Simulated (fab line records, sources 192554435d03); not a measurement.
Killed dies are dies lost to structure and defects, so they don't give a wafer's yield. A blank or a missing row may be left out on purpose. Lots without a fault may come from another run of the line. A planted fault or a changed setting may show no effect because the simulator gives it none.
Split-lot experiment | flow n5_finfet | 7 lots, 39 wafers read, on a route of 1938 steps

THE SPLIT
At N5_BEOL_M14_SPUTTER_43 (material TaN, target thk 15 nm, time 24.19 s), the setting target_thk_a was moved away from the recipe's 150 angstrom on 18 of the 39 wafers read, by -49.9% to +40.9%. The other wafers ran this setting at the recipe's value.

FROM THE SPLIT TO THE READING: what the file shows between them, 4 steps
- N5_BEOL_M14_SPUTTER_44: material Ta, target thk 15 nm, time 24.19 s
- N5_BEOL_M14_SPUTTER_45: material Cu, target thk 100 nm, time 16.67 s
- N5_BEOL_M14_ECD_47: material Cu, target thk 1248 nm
- N5_BEOL_M14_ANNEAL_48: time 90 s

THE READING
barrier_field_endpoint_s, in s, at N5_BEOL_M14_CMP_49 (polishes, stops on SiO2, t overpolish 5.2 s, target thk 560 nm). Fault-free wafers of this fab line usually give 11.46 s, standard deviation 0.27 s.

wafer  | tool, chamber at the split | target_thk_a as run, angstrom | against the recipe | barrier_field_endpoint_s, s | against lot-mates on the recipe
L082.3 | pvd_sputter-01, -          | 150                           | recipe             | 10.70                       | -
L082.2 | pvd_sputter-01, -          | 150                           | recipe             | 11.30                       | -
L082.6 | pvd_sputter-01, -          | 150                           | recipe             | 11.18                       | -
L086.4 | pvd_sputter-01, -          | 75.22                         | -49.9%             | 8.46                        | -2.76
L086.2 | pvd_sputter-01, -          | 150                           | recipe             | 11.42                       | -
L086.1 | pvd_sputter-01, -          | 75.22                         | -49.9%             | 8.41                        | -2.81
L086.3 | pvd_sputter-01, -          | 150                           | recipe             | 11.11                       | -
L086.5 | pvd_sputter-01, -          | 75.22                         | -49.9%             | 8.43                        | -2.79
L086.6 | pvd_sputter-01, -          | 150                           | recipe             | 11.13                       | -
L089.2 | pvd_sputter-03, -          | 184                           | +22.7%             | 12.58                       | +1.45
L089.1 | pvd_sputter-03, -          | 150                           | recipe             | 11.00                       | -
L089.4 | pvd_sputter-03, -          | 150                           | recipe             | 11.40                       | -
L089.3 | pvd_sputter-03, -          | 184                           | +22.7%             | 12.80                       | +1.67
L089.5 | pvd_sputter-03, -          | 184                           | +22.7%             | 12.38                       | +1.25
L089.6 | pvd_sputter-03, -          | 150                           | recipe             | 10.99                       | -
L093.4 | pvd_sputter-01, -          | 150                           | recipe             | 11.44                       | -
L093.2 | pvd_sputter-01, -          | 150                           | recipe             | 11.77                       | -
L093.3 | pvd_sputter-01, -          | 211.3                         | +40.9%             | 13.79                       | +2.32
L093.1 | pvd_sputter-01, -          | 150                           | recipe             | 11.21                       | -
L093.6 | pvd_sputter-01, -          | 211.3                         | +40.9%             | 13.67                       | +2.20
L093.5 | pvd_sputter-01, -          | 211.3                         | +40.9%             | 14.05                       | +2.58
L094.2 | pvd_sputter-02, -          | 150                           | recipe             | 11.95                       | -
L094.4 | pvd_sputter-02, -          | 106.6                         | -28.9%             | 9.61                        | -2.08
L094.1 | pvd_sputter-02, -          | 106.6                         | -28.9%             | 9.96                        | -1.73
L094.3 | pvd_sputter-02, -          | 106.6                         | -28.9%             | 9.94                        | -1.75
L094.6 | pvd_sputter-02, -          | 150                           | recipe             | 11.71                       | -
L094.5 | pvd_sputter-02, -          | 150                           | recipe             | 11.42                       | -
L092.4 | pvd_sputter-03, -          | 90.26                         | -39.8%             | 8.87                        | -2.51
L092.1 | pvd_sputter-03, -          | 90.26                         | -39.8%             | 9.30                        | -2.08
L092.2 | pvd_sputter-03, -          | 150                           | recipe             | 11.53                       | -
L092.3 | pvd_sputter-03, -          | 90.26                         | -39.8%             | 8.92                        | -2.46
L092.6 | pvd_sputter-03, -          | 150                           | recipe             | 11.20                       | -
L092.5 | pvd_sputter-03, -          | 150                           | recipe             | 11.42                       | -
L097.3 | pvd_sputter-03, -          | 150                           | recipe             | 11.15                       | -
L097.1 | pvd_sputter-03, -          | 150                           | recipe             | 11.38                       | -
L097.4 | pvd_sputter-03, -          | 150                           | recipe             | 11.27                       | -
L097.2 | pvd_sputter-03, -          | 91.84                         | -38.8%             | 9.19                        | -2.08
L097.6 | pvd_sputter-03, -          | 91.84                         | -38.8%             | 8.96                        | -2.31
L097.5 | pvd_sputter-03, -          | 91.84                         | -38.8%             | 9.05                        | -2.22

THE FIT
A straight line over all 39 wafers: barrier_field_endpoint_s changes by +0.0581 s for each +1% of target_thk_a; r = +0.99; the points scatter about the line by 0.24 s.
The same after taking each lot's own level away (the mean of its wafers on the recipe; 39 wafers): +0.0584 s for each +1%; r = +0.99; scatter 0.19 s.
On that fit, the largest move of target_thk_a shifts the reading by 2.9 s.
The lots' own levels span 11.060 to 11.693 s, that is 2.3 times the standard deviation above.
So the lot-to-lot level changes the slope little: the two slopes agree.
Check: with one of the wafers moved furthest among these (-49.9%) left out of the fit, the line predicts -2.92 s for it against its lot-mates. It came out at -2.76 s against them.

OTHER SPLITS ON THESE WAFERS
These wafers also went through other splits before the reading. Each is held against what the fit with the lots' levels taken away leaves over:
other split on the same wafers    | wafers away from the commonest value | r with barrier_field_endpoint_s (lot level and that fit taken away)
N5_BEOL_M12_TRENCH_ETCH_34 time_s | 18                                   | -0.12

THE WHOLE CHAIN: every reading that the file lists as answering this split, in the file's order
step                   | what it does                                                   | reading                                                                            | change (the file's fit)               | r (the file's)
N5_BEOL_M14_SPUTTER_43 | material TaN, target thk 15 nm, time 24.19 s                   | TaN_of_BEOL_M14_SPUTTER_43.thk_nm (the simulator's own value, which no gauge read) | +0.15 nm for each +1% of the setting  | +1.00
N5_BEOL_M14_CMP_49     | polishes, stops on SiO2, t overpolish 5.2 s, target thk 560 nm | barrier_field_endpoint_s                                                           | +0.0583 s for each +1% of the setting | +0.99

THE FILE'S OWN FIT
barrier_field_endpoint_s changes by +0.0583 s for each +1% of target_thk_a, r = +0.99.
